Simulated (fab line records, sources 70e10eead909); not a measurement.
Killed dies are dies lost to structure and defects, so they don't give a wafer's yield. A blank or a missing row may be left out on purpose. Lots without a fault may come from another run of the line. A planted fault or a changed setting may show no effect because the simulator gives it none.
fab line records | flow nand_harc
record lots=24 wafers=72 last_day=33
route steps=1302 shown A_STAIRCASE@715
lots that met no fault: from a run of the same line without faults
start_h: hours from the record's first day to the start of the lot's first wafer shown | wait_h: hours since the lot's step before | " the same as in the row above | L1.1+2: a row that stands for several wafers | - no value, or no start given | * or withheld: withheld | < > ~ a bound
route shown NAME@n: a module of which the file shows steps, and the number in the route of the first | usual: mean/standard deviation of fault-free wafers | same: alike in all rows | chamber/n: place in a boat | sites: the reading at each site | _std_site: their standard deviation | _edge_site: outer sites' mean less inner sites' | radius_mm: how far each site lies from the wafer's centre | mask NAME#n: copy n | behind: the tool/chamber that last shaped the wafer | hold: why the lot was held/for how many hours/how that ended | device: the transistor (n, p or np) that didn't switch | end of line: the same wafers' tests at the end of the route | a step without rows: its recipe alone | killed: dies lost to structure and defects at the first sort, not the wafer's yield | map: a wafer's dies, x killed, . not, _ none there
set.NAME: the setting as run; set.NAME@STEP: as run at that earlier step | model.NAME: the simulator's own value behind a step, which no gauge read
steps of the route over a sample of lots; a table a step, a row a wafer
services: from which hour (start_h, from the record's first day; less than 0 if before it) a tool's chamber was out of use, for how many hours, and why
## steps
# step NHARC_A_STAIRCASE_ETCH_201
# recipe target_depth_a=1000 time_s=40.5 ion_energy_ev=400 c4f8_flow_sccm=20 o2_flow_sccm=10 ar_flow_sccm=withheld rf_w=600 bias_w=1000 chemistry=C4F8/O2
# usual oes_product_au=0.944/0.0085 rf_vpp_V=897/5.2
# columns lot.wafer tool chamber start_h wait_h oes_product_au rf_hours_counter_h rf_vpp_V
L074.1 rie_diel-06 1 - - 0.952 19 889
L074.6 " 3 " " 0.947 - 898
L074.5 " 0 " " 0.937 - 896
L075.2 rie_diel-02 2 - - 0.956 48 899
L075.3 " 1 " " 0.946 47 889
L075.6 " 2 " " 0.948 - 899
L076.4 rie_diel-06 1 - - 0.946 25 890
L076.2 " 0 " " 0.951 25 896
L076.6 " 1 " " 0.949 - 889
L078.4 rie_diel-06 2 - - 0.946 31 903
L078.1 " 3 " " 0.941 30 897
L078.5 " 1 " " 0.957 - 889
L077.1 rie_diel-06 2 - - 0.941 34 903
L077.6 " 2 " " 0.944 - 904
L077.5 " 3 " " 0.941 - 898
L080.1 rie_diel-06 3 - - 0.939 35 898
L080.2 " 0 " " 0.954 32 895
L080.6 " 1 " " 0.949 - 889
L079.1 rie_diel-06 0 - - 0.945 32 896
L079.3 " 2 " " 0.944 37 904
L079.6 " 1 " " 0.953 - 889
L082.1 rie_diel-09 2 - - 0.961 36 894
L082.3 " 0 " " 0.952 39 899
L082.2 " 1 " " 0.952 34 904
L081.1 rie_diel-02 1 - - 0.937 7 889
L081.4 " 2 " " 0.931 7 898
L081.3 " 3 " " 0.935 8 907
L083.4 rie_diel-02 1 - - 0.961 13 890
L083.3 " 2 " " 0.948 12 898
L083.5 " 1 " " 0.958 - 889
L084.3 rie_diel-09 2 - - 0.945 47 894
L084.2 " 3 " " 0.949 52 895
L084.6 " 3 " " 0.954 - 896
L085.4 rie_diel-06 1 - - 0.959 52 889
L085.1 " 3 " " 0.948 56 898
L085.6 " 1 " " 0.954 - 889
L086.1 rie_diel-09 0 - - 0.936 52 900
L086.4 " 2 " " 0.948 49 894
L086.5 " 1 " " 0.938 - 903
L088.1 rie_diel-06 3 - - 0.939 2 899
L088.5 " 1 " " 0.946 - 889
L088.6 " 2 " " 0.934 - 902
L089.3 rie_diel-06 1 - - 0.940 7 888
L089.4 " 2 " " 0.934 7 901
L089.5 " 0 " " 0.932 - 896
L090.1 rie_diel-09 0 - - 0.954 0 900
L090.6 " 3 " " 0.944 - 897
L090.5 " 0 " " 0.947 - 900
L087.4 rie_diel-02 1 - - 0.937 33 889
L087.2 " 3 " " 0.946 31 907
L087.5 " 1 " " 0.944 - 888
L091.1 rie_diel-09 3 - - 0.942 12 895
L091.3 " 1 " " 0.932 9 901
L091.4 " 1 " " 0.936 - 902
L092.2 rie_diel-02 3 - - 0.950 39 904
L092.1 " 0 " " 0.938 39 890
L092.4 " 2 " " 0.963 43 897
L093.2 rie_diel-09 0 - - 0.934 13 900
L093.3 " 1 " " 0.927 12 902
L093.4 " 2 " " 0.930 9 892
L094.3 rie_diel-09 3 - - 0.946 18 896
L094.5 " 1 " " 0.938 - 904
L094.6 " 2 " " 0.939 - 894
L095.4 rie_diel-09 0 - - 0.948 25 898
L095.1 " 1 " " 0.934 22 901
L095.3 " 3 " " 0.961 26 894
L096.4 rie_diel-09 2 - - 0.949 18 893
L096.5 " 3 " " 0.967 - 895
L096.6 " 0 " " 0.952 - 899
L097.1 rie_diel-02 0 - - 0.938 2 889
L097.4 " 0 " " 0.936 - 888
L097.6 " 0 " " 0.942 - 891
# step NHARC_A_STAIRCASE_TRIM_202
# recipe time_s=211.2 o2_flow_sccm=500 ar_flow_sccm=0 bias_w=0 chemistry=O2
# usual drypump_motor_current_A=5.6/0.32 oes_product_au=1.001/0.0061 rf_vpp_V=57.9/0.87 showerhead_plenum_p_Torr=3.55/0.14 throttle_valve_pct=17.036/0.0092
# columns lot.wafer tool chamber start_h wait_h drypump_motor_current_A oes_product_au rf_hours_counter_h rf_vpp_V showerhead_plenum_p_Torr throttle_valve_pct
L074.1 rie_diel-06 0 - - 6.2 0.990 20 58.2 3.54 17.031
L074.5 " 1 " " 5.3 1.005 - 57.4 3.34 17.036
L074.6 " 2 " " 5.8 1.007 - 57.3 3.74 17.047
L075.2 rie_diel-02 1 - - 5.7 0.997 47 57.6 3.36 17.032
L075.3 " 0 " " 5.2 0.997 47 57.9 3.39 17.043
L075.6 " 2 " " 5.7 0.997 - 57.1 3.59 17.040
L076.4 rie_diel-06 2 - - 5.8 1.008 27 57.6 3.73 17.025
L076.2 " 1 " " 5.3 1.005 25 58.2 3.34 17.030
L076.6 " 3 " " 5.8 1.006 - 56.9 3.60 17.035
L078.1 rie_diel-06 1 - - 5.3 1.010 29 57.3 3.34 17.025
L078.4 " 3 " " 5.8 0.989 30 57.8 3.60 17.032
L078.5 " 2 " " 5.7 1.000 - 57.2 3.73 17.042
L077.1 rie_diel-06 2 - - 5.8 1.021 34 58.2 3.73 17.044
L077.6 " 2 " " 5.8 1.008 - 58.3 3.73 17.040
L077.5 " 3 " " 5.8 1.006 - 57.3 3.60 17.037
L080.1 rie_diel-06 1 - - 5.3 1.012 34 57.5 3.33 17.041
L080.2 " 3 " " 5.8 1.002 35 57.5 3.60 17.050
L080.6 " 0 " " 6.2 1.008 - 58.0 3.53 17.018
L079.1 rie_diel-06 2 - - 5.8 1.001 37 58.5 3.73 17.035
L079.3 " 3 " " 5.8 1.002 35 58.2 3.60 17.040
L079.6 " 0 " " 6.2 0.994 - 57.8 3.53 17.037
L082.1 rie_diel-09 2 - - 5.8 1.005 36 58.0 3.48 17.037
L082.3 " 3 " " 5.2 0.997 40 56.9 3.52 17.026
L082.2 " 1 " " 5.7 0.997 34 58.6 3.73 17.036
L081.1 rie_diel-02 0 - - 5.3 0.990 8 57.0 3.38 17.032
L081.4 " 1 " " 5.7 0.999 7 57.2 3.35 17.025
L081.3 " 2 " " 5.7 0.999 8 58.5 3.58 17.033
L083.3 rie_diel-02 3 - - 5.1 1.000 12 59.3 3.80 17.033
L083.4 " 1 " " 5.7 0.998 13 57.1 3.35 17.037
L083.5 " 3 " " 5.1 0.996 - 58.7 3.80 17.030
L084.2 rie_diel-09 3 - - 5.2 0.994 52 57.0 3.52 17.041
L084.3 " 1 " " 5.7 0.998 45 58.0 3.72 17.041
L084.6 " 3 " " 5.2 0.999 - 57.9 3.52 17.044
L085.1 rie_diel-06 0 - - 6.2 1.000 53 57.5 3.52 17.029
L085.4 " 2 " " 5.8 1.005 55 56.8 3.72 17.015
L085.6 " 0 " " 6.2 0.998 - 58.6 3.52 17.043
L086.1 rie_diel-09 1 - - 5.7 0.994 47 59.2 3.72 17.031
L086.4 " 2 " " 5.8 0.994 49 57.3 3.47 17.034
L086.5 " 0 " " 5.8 1.006 - 59.0 3.65 17.034
L088.1 rie_diel-06 1 - - 5.3 1.003 4 56.3 3.32 17.021
L088.6 " 3 " " 5.8 1.011 - 58.7 3.58 17.048
L088.5 " 0 " " 6.2 1.003 - 56.8 3.51 17.054
L089.4 rie_diel-06 2 - - 5.8 1.002 7 57.4 3.71 17.042
L089.3 " 3 " " 5.8 1.007 5 58.5 3.58 17.030
L089.5 " 1 " " 5.3 1.006 - 57.9 3.32 17.042
L090.1 rie_diel-09 0 - - 5.8 0.997 0 59.6 3.64 17.040
L090.6 " 2 " " 5.7 0.998 - 56.8 3.47 17.025
L090.5 " 3 " " 5.2 0.988 - 57.5 3.51 17.036
L087.4 rie_diel-02 2 - - 5.7 1.003 34 58.2 3.57 17.027
L087.2 " 0 " " 5.2 1.006 31 58.4 3.37 17.048
L087.5 " 1 " " 5.7 1.000 - 57.4 3.34 17.021
L091.3 rie_diel-09 0 - - 5.8 1.001 10 59.4 3.64 17.029
L091.1 " 3 " " 5.2 1.015 12 57.2 3.50 17.043
L091.4 " 1 " " 5.7 1.000 - 59.9 3.71 17.044
L092.2 rie_diel-02 2 - - 5.7 1.009 43 58.5 3.56 17.053
L092.1 " 3 " " 5.1 1.001 39 59.4 3.79 17.041
L092.4 " 1 " " 5.7 1.002 43 56.3 3.33 17.034
L093.3 rie_diel-09 0 - - 5.8 0.988 13 58.6 3.63 17.027
L093.2 " 1 " " 5.7 1.003 12 58.2 3.71 17.034
L093.4 " 2 " " 5.8 1.002 9 58.8 3.46 17.030
L094.3 rie_diel-09 2 - - 5.8 0.994 12 57.2 3.46 17.031
L094.6 " 0 " " 5.8 0.994 - 58.8 3.63 17.056
L094.5 " 1 " " 5.7 0.998 - 57.6 3.71 17.032
L095.1 rie_diel-09 3 - - 5.2 1.001 26 58.1 3.50 17.053
L095.4 " 0 " " 5.8 0.996 25 59.9 3.63 17.026
L095.3 " 2 " " 5.8 1.006 17 58.2 3.46 17.047
L096.4 rie_diel-09 0 - - 5.8 1.000 25 60.2 3.63 17.045
L096.5 " 1 " " 5.7 1.001 - 57.8 3.70 17.050
L096.6 " 2 " " 5.8 1.010 - 57.7 3.46 17.041
L097.1 rie_diel-02 3 - - 5.1 1.004 2 59.8 3.78 17.044
L097.4 " 3 " " 5.1 0.991 - 58.0 3.78 17.031
L097.6 " 3 " " 5.1 0.980 - 58.2 3.78 17.045
# step NHARC_A_STAIRCASE_ETCH_225
# recipe target_depth_a=1000 time_s=40.5 ion_energy_ev=400 c4f8_flow_sccm=20 o2_flow_sccm=10 ar_flow_sccm=withheld rf_w=600 bias_w=1000 chemistry=C4F8/O2
# usual oes_product_au=0.944/0.014 rf_vpp_V=896/5.3
# columns lot.wafer tool chamber start_h wait_h oes_product_au rf_hours_counter_h rf_vpp_V
L074.1 rie_diel-06 1 - - 0.959 21 889
L074.5 " 1 " " 0.953 - 889
L074.6 " 2 " " 0.946 - 903
L075.3 rie_diel-02 2 - - 0.948 49 899
L075.2 " 0 " " 0.938 47 890
L075.6 " 1 " " 0.941 - 890
L076.4 rie_diel-09 2 - - 0.935 18 895
L076.2 " 0 " " 0.937 25 902
L076.6 " 3 " " 0.935 - 897
L078.1 rie_diel-06 1 394.75 - 1.004 30 889
L078.4 " 2 " " 1.000 32 904
L078.5 " 1 " " 0.995 - 889
L077.1 rie_diel-06 1 - - 0.959 33 890
L077.6 " 3 " " 0.938 - 896
L077.5 " 0 " " 0.943 - 896
L080.1 rie_diel-06 0 - - 0.944 33 896
L080.2 " 1 " " 0.945 35 889
L080.6 " 0 " " 0.940 - 896
L079.3 rie_diel-09 0 - - 0.940 31 900
L079.1 " 2 " " 0.937 26 894
L079.6 " 0 " " 0.944 - 900
L082.2 rie_diel-02 0 - - 0.936 8 892
L082.1 " 1 " " 0.945 7 889
L082.3 " 3 " " 0.942 8 906
L081.4 rie_diel-09 3 - - 0.939 41 896
L081.1 " 0 " " 0.931 39 901
L081.3 " 1 " " 0.934 34 903
L083.4 rie_diel-02 0 - - 0.946 14 891
L083.3 " 1 " " 0.931 13 890
L083.5 " 1 " " 0.945 - 887
L084.2 rie_diel-02 1 - - 0.954 21 890
L084.3 " 0 " " 0.940 19 891
L084.6 " 1 " " 0.962 - 890
L085.1 rie_diel-06 0 - - 0.950 54 896
L085.4 " 3 " " 0.939 57 898
L085.6 " 0 " " 0.940 - 896
L086.1 rie_diel-06 1 - - 0.947 57 889
L086.4 " 3 " " 0.945 60 897
L086.5 " 1 " " 0.944 - 887
L088.1 rie_diel-06 3 - - 0.933 4 898
L088.6 " 3 " " 0.944 - 899
L088.5 " 1 " " 0.936 - 888
L089.3 rie_diel-06 3 - - 0.959 6 898
L089.4 " 1 " " 0.937 8 888
L089.5 " 0 " " 0.941 - 896
L090.1 rie_diel-02 0 - - 0.943 31 889
L090.6 " 2 " " 0.958 - 897
L090.5 " 3 " " 0.956 - 905
L087.4 rie_diel-06 1 - - 0.936 9 888
L087.2 " 3 " " 0.943 7 899
L087.5 " 1 " " 0.926 - 886
L091.1 rie_diel-09 0 - - 0.938 11 900
L091.3 " 1 " " 0.943 10 903
L091.4 " 3 " " 0.946 - 895
L092.2 rie_diel-09 1 - - 0.936 11 902
L092.1 " 3 " " 0.942 14 897
L092.4 " 1 " " 0.933 - 902
L093.2 rie_diel-02 1 - - 0.935 47 890
L093.4 " 2 " " 0.941 46 897
L093.3 " 0 " " 0.938 44 890
L094.3 rie_diel-06 0 - - 0.947 23 895
L094.5 " 1 " " 0.948 - 887
L094.6 " 2 " " 0.953 - 902
L095.4 rie_diel-09 0 - - 0.930 26 900
L095.1 " 1 " " 0.931 23 904
L095.3 " 3 " " 0.932 27 895
L096.4 rie_diel-06 0 - - 0.950 30 896
L096.6 " 1 " " 0.945 - 887
L096.5 " 2 " " 0.949 - 902
L097.4 rie_diel-06 3 - - 0.925 31 896
L097.1 " 0 " " 0.943 34 895
L097.6 " 2 " " 0.924 - 902
# step NHARC_A_STAIRCASE_ETCH_234
# recipe target_depth_a=1000 time_s=40.5 ion_energy_ev=400 c4f8_flow_sccm=20 o2_flow_sccm=10 ar_flow_sccm=withheld rf_w=600 bias_w=1000 chemistry=C4F8/O2
# usual oes_product_au=0.946/0.01 rf_vpp_V=897/5.6
# columns lot.wafer tool chamber start_h wait_h oes_product_au rf_hours_counter_h rf_vpp_V
L074.1 rie_diel-09 0 - - 0.964 18 900
L074.6 " 2 " " 0.927 - 895
L074.5 " 3 " " 0.959 - 896
L075.2 rie_diel-09 0 - - 0.952 19 901
L075.3 " 3 " " 0.946 19 895
L075.6 " 0 " " 0.942 - 901
L076.2 rie_diel-06 3 - - 0.940 30 899
L076.4 " 1 " " 0.943 29 888
L076.6 " 3 " " 0.943 - 899
L078.1 rie_diel-06 2 - - 0.950 33 904
L078.4 " 3 " " 0.951 31 899
L078.5 " 0 " " 0.939 - 895
L077.1 rie_diel-06 0 - - 0.966 31 897
L077.5 " 3 " " 0.955 - 899
L077.6 " 0 " " 0.958 - 896
L080.2 rie_diel-02 1 - - 0.965 0 890
L080.1 " 3 " " 0.945 1 906
L080.6 " 2 " " 0.953 - 898
L079.3 rie_diel-02 3 - - 0.950 2 906
L079.1 " 2 " " 0.942 2 900
L079.6 " 0 " " 0.947 - 891
L082.3 rie_diel-02 2 - - 0.932 8 897
L082.1 " 0 " " 0.926 9 891
L082.2 " 1 " " 0.930 8 890
L081.3 rie_diel-02 2 - - 0.952 9 897
L081.1 " 3 " " 0.950 9 906
L081.4 " 0 " " 0.955 9 891
L083.4 rie_diel-09 1 - - 0.958 39 902
L083.3 " 2 " " 0.934 43 894
L083.5 " 1 " " 0.961 - 904
L084.2 rie_diel-02 2 - - 0.936 21 896
L084.3 " 3 " " 0.946 18 906
L084.6 " 2 " " 0.940 - 897
L085.1 rie_diel-06 1 - - 0.944 53 888
L085.4 " 3 " " 0.950 57 899
L085.6 " 1 " " 0.956 - 888
L086.4 rie_diel-06 0 - - 0.947 59 895
L086.1 " 2 " " 0.968 59 902
L086.5 " 0 " " 0.945 - 896
L088.1 rie_diel-02 2 - - 0.932 33 897
L088.5 " 0 " " 0.941 - 889
L088.6 " 1 " " 0.943 - 890
L089.4 rie_diel-06 3 - - 0.950 7 896
L089.3 " 1 " " 0.937 8 888
L089.5 " 3 " " 0.960 - 898
L090.1 rie_diel-02 1 - - 0.944 34 888
L090.5 " 0 " " 0.933 - 891
L090.6 " 1 " " 0.940 - 889
L087.2 rie_diel-02 1 - - 0.963 34 888
L087.4 " 2 " " 0.970 35 897
L087.5 " 0 " " 0.943 - 890
L091.4 rie_diel-02 1 - - 0.960 43 889
L091.3 " 2 " " 0.958 43 897
L091.1 " 3 " " 0.935 40 905
L092.2 rie_diel-09 0 - - 0.931 12 899
L092.4 " 1 " " 0.919 12 903
L092.1 " 2 " " 0.944 8 895
L093.2 rie_diel-09 0 - - 0.941 13 898
L093.4 " 2 " " 0.942 9 892
L093.3 " 3 " " 0.952 16 894
L094.3 rie_diel-06 3 - - 0.947 24 898
L094.5 " 3 " " 0.939 - 897
L094.6 " 0 " " 0.937 - 896
L096.4 rie_diel-06 3 - - 0.947 28 898
L096.5 " 1 " " 0.937 - 887
L096.6 " 2 " " 0.942 - 901
L095.3 rie_diel-09 1 - - 0.936 25 902
L095.4 " 3 " " 0.924 28 893
L095.1 " 0 " " 0.946 27 900
L097.4 rie_diel-09 1 - - 0.950 27 901
L097.1 " 3 " " 0.931 30 895
L097.6 " 1 " " 0.939 - 903
# step NHARC_A_STAIRCASE_STRIP_274
# recipe o2_flow_sccm=500 ar_flow_sccm=0 bias_w=0 chemistry=O2
# usual drypump_motor_current_A=5.6/0.32 oes_product_au=1.001/0.0064 rf_vpp_V=58.0/0.96 showerhead_plenum_p_Torr=3.54/0.15 throttle_valve_pct=17.036/0.0087
# columns lot.wafer tool chamber start_h wait_h drypump_motor_current_A oes_product_au rf_hours_counter_h rf_vpp_V showerhead_plenum_p_Torr throttle_valve_pct
L074.1 rie_diel-02 2 - - 5.7 1.001 50 58.5 3.59 17.035
L074.5 " 0 " " 5.3 0.999 - 59.5 3.39 17.029
L074.6 " 1 " " 5.7 0.995 - 57.9 3.36 17.034
L075.2 rie_diel-06 2 - - 5.8 1.003 26 58.2 3.73 17.036
L075.3 " 1 " " 5.3 1.013 23 57.2 3.34 17.042
L075.6 " 3 " " 5.8 0.999 - 57.1 3.60 17.023
L076.4 rie_diel-09 0 - - 5.8 1.006 28 60.2 3.66 17.040
L076.2 " 1 " " 5.7 0.999 22 58.3 3.73 17.019
L076.6 " 3 " " 5.2 0.988 - 56.5 3.53 17.047
L078.1 rie_diel-09 3 - - 5.2 0.998 30 57.6 3.53 17.037
L078.4 " 0 " " 5.8 1.001 30 58.0 3.66 17.027
L078.5 " 0 " " 5.8 1.004 - 57.9 3.66 17.040
L077.1 rie_diel-02 0 - - 5.2 0.999 3 55.1 3.38 17.035
L077.6 " 2 " " 5.8 1.008 - 58.3 3.59 17.024
L077.5 " 3 " " 5.1 0.994 - 58.6 3.81 17.026
L080.1 rie_diel-06 0 - - 6.2 1.004 40 58.6 3.53 17.025
L080.2 " 2 " " 5.7 1.004 42 58.2 3.72 17.033
L080.6 " 3 " " 5.8 0.999 - 57.6 3.59 17.040
L079.1 rie_diel-02 2 - - 5.8 1.003 5 58.7 3.58 17.027
L079.3 " 1 " " 5.7 1.001 4 59.8 3.35 17.046
L079.6 " 2 " " 5.8 1.008 - 58.5 3.59 17.047
L082.2 rie_diel-09 2 - - 5.7 0.998 42 59.0 3.48 17.030
L082.3 " 3 " " 5.2 1.000 47 58.7 3.52 17.026
L082.1 " 0 " " 5.8 0.998 43 58.7 3.65 17.046
L081.1 rie_diel-06 3 - - 5.8 1.004 50 58.0 3.59 17.041
L081.4 " 1 " " 5.3 1.011 46 57.0 3.33 17.016
L081.3 " 2 " " 5.8 0.998 49 60.5 3.72 17.030
L083.4 rie_diel-06 1 - - 5.3 0.999 48 57.7 3.33 17.043
L083.3 " 0 " " 6.2 0.995 49 58.2 3.52 17.026
L083.5 " 2 " " 5.8 0.999 - 57.7 3.72 17.024
L085.1 rie_diel-06 3 - - 5.8 0.997 62 58.5 3.58 17.041
L085.4 " 1 " " 5.3 0.998 59 56.1 3.32 17.024
L085.6 " 0 " " 6.2 0.991 - 59.2 3.52 17.025
L084.2 rie_diel-09 1 - - 5.6 1.000 52 58.1 3.72 17.043
L084.3 " 3 " " 5.2 0.988 59 58.7 3.51 17.041
L084.6 " 0 " " 5.8 0.996 - 57.8 3.64 17.031
L086.1 rie_diel-02 2 - - 5.7 1.010 27 58.5 3.57 17.053
L086.4 " 3 " " 5.1 1.010 24 58.2 3.79 17.042
L086.5 " 1 " " 5.7 1.004 - 58.0 3.34 17.029
L088.1 rie_diel-06 2 - - 5.8 0.993 10 57.6 3.71 17.046
L088.5 " 2 " " 5.8 0.995 - 57.9 3.71 17.033
L088.6 " 3 " " 5.8 0.998 - 58.4 3.58 17.037
L089.3 rie_diel-06 0 - - 6.2 0.994 8 56.3 3.51 17.035
L089.4 " 2 " " 5.8 0.998 12 56.8 3.71 17.035
L089.5 " 0 " " 6.2 0.998 - 58.2 3.51 17.040
L090.1 rie_diel-06 2 - - 5.7 1.018 13 57.8 3.71 17.029
L090.5 " 1 " " 5.3 0.997 - 57.4 3.31 17.041
L090.6 " 2 " " 5.7 1.003 - 58.6 3.71 17.042
L087.2 rie_diel-02 3 - - 5.1 0.994 34 58.4 3.79 17.033
L087.4 " 2 " " 5.8 1.007 37 56.7 3.57 17.041
L087.5 " 0 " " 5.2 0.994 - 57.5 3.37 17.052
L091.1 rie_diel-06 3 - - 5.8 1.012 17 56.9 3.57 17.042
L091.4 " 1 " " 5.3 1.005 24 57.7 3.31 17.044
L091.3 " 2 " " 5.8 1.010 22 59.3 3.70 17.037
L092.2 rie_diel-02 2 - - 5.7 1.013 47 57.6 3.56 17.055
L092.1 " 3 " " 5.1 0.996 43 58.6 3.78 17.051
L092.4 " 1 " " 5.7 0.999 49 57.9 3.33 17.034
L093.2 rie_diel-09 0 - - 5.8 0.992 15 56.7 3.63 17.030
L093.4 " 1 " " 5.7 0.994 14 59.6 3.71 17.039
L093.3 " 2 " " 5.7 1.000 11 57.8 3.46 17.043
L094.3 rie_diel-09 2 - - 5.8 1.011 19 58.4 3.45 17.033
L094.5 " 3 " " 5.2 1.007 - 58.7 3.49 17.050
L094.6 " 0 " " 5.8 1.003 - 57.3 3.63 17.033
L096.4 rie_diel-02 2 - - 5.7 1.009 2 58.2 3.56 17.035
L096.6 " 1 " " 5.7 1.002 - 57.5 3.32 17.041
L096.5 " 2 " " 5.7 1.016 - 58.3 3.56 17.048
L095.1 rie_diel-06 3 - - 5.8 1.001 30 58.4 3.57 17.052
L095.4 " 0 " " 6.2 1.000 33 57.5 3.50 17.022
L095.3 " 2 " " 5.7 1.004 35 59.4 3.69 17.041
L097.4 rie_diel-06 3 - - 5.8 1.022 33 58.4 3.56 17.045
L097.1 " 0 " " 6.2 1.000 37 58.5 3.50 17.037
L097.6 " 1 " " 5.3 1.008 - 57.6 3.30 17.036
# step NHARC_A_STAIRCASE_STRIP_295
# recipe o2_flow_sccm=500 ar_flow_sccm=0 bias_w=0 chemistry=O2
# usual drypump_motor_current_A=5.6/0.31 oes_product_au=1.001/0.0074 rf_vpp_V=57.8/0.82 showerhead_plenum_p_Torr=3.55/0.15 throttle_valve_pct=17.036/0.0094
# columns lot.wafer tool chamber start_h wait_h drypump_motor_current_A oes_product_au rf_hours_counter_h rf_vpp_V showerhead_plenum_p_Torr throttle_valve_pct
L074.1 rie_diel-09 0 - - 5.7 1.005 20 58.7 3.66 17.025
L074.5 " 2 " " 5.8 0.997 - 56.9 3.49 17.025
L074.6 " 3 " " 5.2 1.008 - 57.8 3.53 17.029
L075.3 rie_diel-09 1 - - 5.7 0.995 16 57.1 3.74 17.038
L075.2 " 2 " " 5.8 1.011 16 59.1 3.49 17.045
L075.6 " 3 " " 5.2 0.998 - 57.5 3.53 17.032
L076.2 rie_diel-02 3 - - 5.1 0.992 1 58.6 3.81 17.044
L076.6 " 0 " " 5.2 0.990 - 57.4 3.39 17.033
L076.4 " 2 " " 5.7 1.002 - 57.2 3.59 17.033
L078.4 rie_diel-09 2 - - 5.8 0.991 27 58.9 3.48 17.057
L078.1 " 0 " " 5.8 0.998 32 58.5 3.66 17.037
L078.5 " 3 " " 5.2 0.997 - 56.7 3.53 17.037
L077.1 rie_diel-06 0 - - 6.2 0.995 41 57.2 3.53 17.036
L077.6 " 2 " " 5.8 1.010 - 59.1 3.72 17.029
L077.5 " 3 " " 5.8 1.011 - 58.0 3.59 17.047
L080.1 rie_diel-02 1 - - 5.7 1.002 5 57.2 3.35 17.040
L080.2 " 0 " " 5.2 0.989 7 58.1 3.38 17.022
L080.6 " 1 " " 5.7 0.997 - 58.2 3.35 17.032
L079.3 rie_diel-06 1 - - 5.3 1.003 41 57.3 3.33 17.054
L079.1 " 0 " " 6.2 0.997 42 58.6 3.53 17.041
L079.6 " 2 " " 5.8 0.998 - 58.7 3.72 17.042
L082.1 rie_diel-09 3 - - 5.2 1.008 48 57.5 3.52 17.035
L082.3 " 0 " " 5.8 1.004 45 57.7 3.65 17.042
L082.2 " 2 " " 5.8 1.001 43 56.7 3.47 17.033
L081.1 rie_diel-02 2 - - 5.7 1.003 13 58.5 3.58 17.038
L081.4 " 3 " " 5.1 0.995 14 58.8 3.80 17.026
L081.3 " 0 " " 5.2 0.993 15 57.2 3.38 17.053
L083.4 rie_diel-02 3 - - 5.1 1.010 17 59.5 3.80 17.043
L083.3 " 0 " " 5.2 1.014 19 57.3 3.38 17.030
L083.5 " 2 " " 5.7 1.006 - 58.2 3.58 17.037
L085.4 rie_diel-06 0 - - 6.2 1.001 61 57.5 3.52 17.045
L085.1 " 1 " " 5.3 1.005 60 56.7 3.32 17.041
L085.6 " 3 " " 5.8 1.010 - 59.1 3.58 17.038
L084.2 rie_diel-02 0 - - 5.2 0.986 25 57.1 3.37 17.028
L084.3 " 1 " " 5.7 1.002 27 58.4 3.34 17.048
L084.6 " 0 " " 5.2 0.992 - 57.4 3.37 17.021
L086.1 rie_diel-09 0 - - 5.8 1.009 58 58.2 3.64 17.050
L086.4 " 1 " " 5.7 1.001 54 58.1 3.72 17.014
L086.5 " 3 " " 5.2 0.999 - 56.9 3.51 17.025
L088.1 rie_diel-02 3 - - 5.1 1.007 33 58.7 3.79 17.038
L088.5 " 3 " " 5.1 1.012 - 58.4 3.79 17.023
L088.6 " 0 " " 5.2 0.996 - 57.5 3.37 17.033
L089.4 rie_diel-09 0 - - 5.8 1.006 5 57.4 3.64 17.018
L089.3 " 2 " " 5.8 1.009 7 57.0 3.46 17.037
L089.5 " 3 " " 5.2 1.008 - 57.6 3.51 17.037
L090.1 rie_diel-02 3 - - 5.1 1.007 35 58.0 3.79 17.028
L090.5 " 3 " " 5.2 1.009 - 58.7 3.79 17.044
L090.6 " 0 " " 5.3 1.000 - 57.9 3.37 17.044
L087.2 rie_diel-09 1 - - 5.7 1.011 5 59.2 3.71 17.038
L087.4 " 0 " " 5.8 1.009 - 58.2 3.64 17.036
L087.5 " 1 " " 5.7 1.015 - 57.6 3.71 17.016
L091.1 rie_diel-02 3 - - 5.1 1.002 44 58.3 3.78 17.034
L091.3 " 0 " " 5.3 0.995 47 56.5 3.36 17.042
L091.4 " 1 " " 5.7 1.000 50 57.3 3.33 17.033
L092.2 rie_diel-02 2 - - 5.7 1.001 50 56.7 3.56 17.043
L092.4 " 0 " " 5.2 0.988 48 56.5 3.36 17.053
L092.1 " 1 " " 5.7 1.003 52 56.6 3.33 17.039
L093.4 rie_diel-02 1 - - 5.7 0.993 53 57.9 3.33 17.027
L093.2 " 2 " " 5.7 1.013 52 56.5 3.56 17.029
L093.3 " 3 " " 5.1 0.995 47 58.6 3.78 17.023
L094.3 rie_diel-06 1 - - 5.3 0.987 38 56.2 3.30 17.038
L094.6 " 1 " " 5.3 0.999 - 57.5 3.30 17.049
L094.5 " 2 " " 5.8 1.002 - 59.1 3.69 17.048
L096.4 rie_diel-02 2 - - 5.7 1.019 4 57.4 3.56 17.043
L096.6 " 3 " " 5.1 1.001 - 58.9 3.78 17.041
L096.5 " 0 " " 5.2 1.005 - 57.7 3.36 17.031
L095.4 rie_diel-06 2 - - 5.8 1.007 37 58.1 3.69 17.019
L095.1 " 3 " " 5.8 1.004 32 57.7 3.56 17.037
L095.3 " 0 " " 6.2 1.016 35 57.5 3.50 17.050
L097.4 rie_diel-06 3 - - 5.8 1.004 36 58.9 3.56 17.033
L097.1 " 2 " " 5.8 1.001 40 56.6 3.69 17.039
L097.6 " 0 " " 6.2 1.001 - 57.3 3.49 17.052
## services
# columns tool chamber start_h hours kind
rie_diel-06 0 341.81 - clean
rie_diel-06 1 341.81 - clean
rie_diel-06 2 341.81 - clean
rie_diel-06 3 341.81 - clean
rie_diel-02 3 365.74 8.2 repair
rie_diel-06 0 366.31 - clean
rie_diel-06 1 366.31 - clean
rie_diel-06 2 366.31 - clean
rie_diel-06 3 366.31 - clean
rie_diel-06 0 391.30 - clean
rie_diel-06 1 391.30 - clean
rie_diel-06 2 391.30 - clean
rie_diel-06 3 391.30 - clean
rie_diel-02 - 394.62 9.0 pm
rie_diel-06 0 415.80 - clean
rie_diel-06 1 415.80 - clean
rie_diel-06 2 415.80 - clean
rie_diel-06 3 415.80 - clean
rie_diel-06 - 485.31 9.0 pm
rie_diel-09 - 497.99 9.0 pm
rie_diel-06 - 505.38 0.5 repair
rie_diel-09 2 528.34 13.0 repair
rie_diel-02 - 571.62 9.0 pm
rie_diel-02 1 588.48 1.6 repair
## key
fault none
